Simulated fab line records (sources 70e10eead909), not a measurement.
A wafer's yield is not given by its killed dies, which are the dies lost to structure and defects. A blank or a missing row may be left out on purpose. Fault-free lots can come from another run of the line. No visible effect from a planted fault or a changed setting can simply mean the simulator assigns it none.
Matching of chambers | flow nand harc | 4 sister chambers for NHARC_A_WL_FILL_ALD_10 on ald hk-04
The step deposits SiO2, target thk 50 nm, pulse time 10 s, ald cycles 500. 4 wafers are shown with their chamber, then 8 later ones without.

== WAFERS WITH THEIR CHAMBER ==
wafer  | chamber | heater power w (W)
L082.3 | 1       | 460
L089.4 | 2       | 402
L089.6 | 0       | 433
L090.2 | 3       | 453

== WAFERS WITHOUT THEIR CHAMBER ==
wafer  | heater power w (W)
L090.4 | 491
L090.5 | 402
L094.1 | 416
L094.2 | 420
L094.3 | 478
L096.2 | 489
L096.3 | 416
L096.6 | 477

== WHICH CHAMBER EACH ONE RAN IN ==
wafer  | from the rows above               | in truth
L090.4 | can't be placed: 1 or 3 or 0      | 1
L090.5 | can't be placed: 2 or 0           | 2
L094.1 | can't be placed: 2 or 0 or 3 or 1 | 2
L094.2 | can't be placed: 0 or 2 or 3 or 1 | 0
L094.3 | can't be placed: 1 or 3 or 0      | 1
L096.2 | can't be placed: 1 or 3 or 0      | 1
L096.3 | can't be placed: 2 or 0 or 3 or 1 | 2
L096.6 | can't be placed: 1 or 3 or 0      | 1
0 of 8 placed correctly. These rows do not allow placing 8 (true chamber among the candidates in 8). Number placed wrongly: 0.
How it was worked out, from the rows above alone: a wafer's distance from a chamber is the root of the sum, over the readings, of the square of ((its reading less the chamber's mean) divided by the reading's scatter). If the next closest chamber is less than 2 further off than the closest, the wafer can't be placed; otherwise it belongs to the closest. A chamber's mean is the mean of its shown wafers. The scatter: root of mean squared gap, hidden wafer to nearest shown wafer, with one shown wafer a chamber.
